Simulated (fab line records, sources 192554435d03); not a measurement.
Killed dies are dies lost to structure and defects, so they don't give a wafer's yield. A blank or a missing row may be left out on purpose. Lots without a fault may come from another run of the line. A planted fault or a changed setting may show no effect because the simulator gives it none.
Problem report in the 8D (eight disciplines) form, filled by code | flow n5_finfet | the parts of the form that need people (team, actions taken, sign-off) are left out

1. THE PROBLEM
run_length_s at N5_BEOL_M2_COAT_61 reads a mean of 70.26 s on 2 wafers of 2 lots; wafers without a fault read 66.27 s with a standard deviation of 0.23. That is +17 standard deviations from the usual mean.
The step: time 60 s, resist thk 60 nm.
First seen on wafer L594.2, day 8 23:11, on litho_track-05. The record holds 31 wafers of 11 lots with a number at this step. Rule for "out", or "out of limits": more than 4 standard deviations from the usual mean. The other wafers with a number count as sound.

2. WHAT IT IS AND WHAT IT IS NOT
question                    | is               | is not
which readings at this step | run_length_s     | exhaust_pa
which lots                  | L594, L595       | L585, L590, L591, L592, L596, L601, L604, L605, L606
which wafers of those lots  | L594.2, L595.2   | L594.3, L595.6
read on which tools         | litho_track-05   | litho_track-01, litho_track-03
when                        | from day 8 23:11 | up to then (13 sound wafers); but 16 sound wafers of L595, L596, L601, L604, L605, L606 came after

3. SUSPECTS, AND WHAT RULES EACH OUT
Counting: a tool at a process step up to the reading stays a suspect if it ran every lot that is out. Sound lots after the first of them don't rule it out here, since some wafers of a struck lot are sound.
- pvd_sputter-02 at N5_BEOL_M1_ANNEAL_93 (time 240 s): kept. It ran every lot that is out, first L594 (day 8 19:39).
- litho_track-05 at N5_BEOL_M2_COAT_61 (time 60 s, resist thk 60 nm): kept. It ran every lot that is out, first L594 (day 8 23:11); its last sound lot up to then is L592 (day 8 04:40). Its own readings are out on those wafers: run_length_s.
Left after counting: pvd_sputter-02 at N5_BEOL_M1_ANNEAL_93, litho_track-05 at N5_BEOL_M2_COAT_61.

4. THE CAUSE (what the simulator had put in)
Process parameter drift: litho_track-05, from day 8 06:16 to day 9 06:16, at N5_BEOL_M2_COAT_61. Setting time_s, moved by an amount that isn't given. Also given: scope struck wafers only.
Counting left 2 suspects, and this tool is among them.

5. THE CHAIN OF EFFECTS, in route order
Each row: a reading whose mean over the struck wafers that have a number lies more than 3 standard deviations from the usual. Only readings for which the record gives a usual standard deviation are gone through. hours: the time from each lot's start at the first step in this table that gives one to its start at this step, as a median over the lots. sigmas: the change in usual standard deviations.
hours | step               | reading      | usual   | on struck wafers | change | sigmas
0     | N5_BEOL_M2_COAT_61 | run_length_s | 66.27 s | 70.26            | +3.99  | +17
The process steps in it:
- N5_BEOL_M2_COAT_61: time 60 s, resist thk 60 nm.
Later measuring or inspecting steps at which every struck wafer that the step has a row for has a number for every such reading, and none has moved that far: N5_BEOL_M4_RC_MEAS_101.

6. WHAT WOULD HAVE CAUGHT IT SOONER
In this record the first reading out of limits was taken at day 8 23:11, 17 hours after the fault began at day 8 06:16.
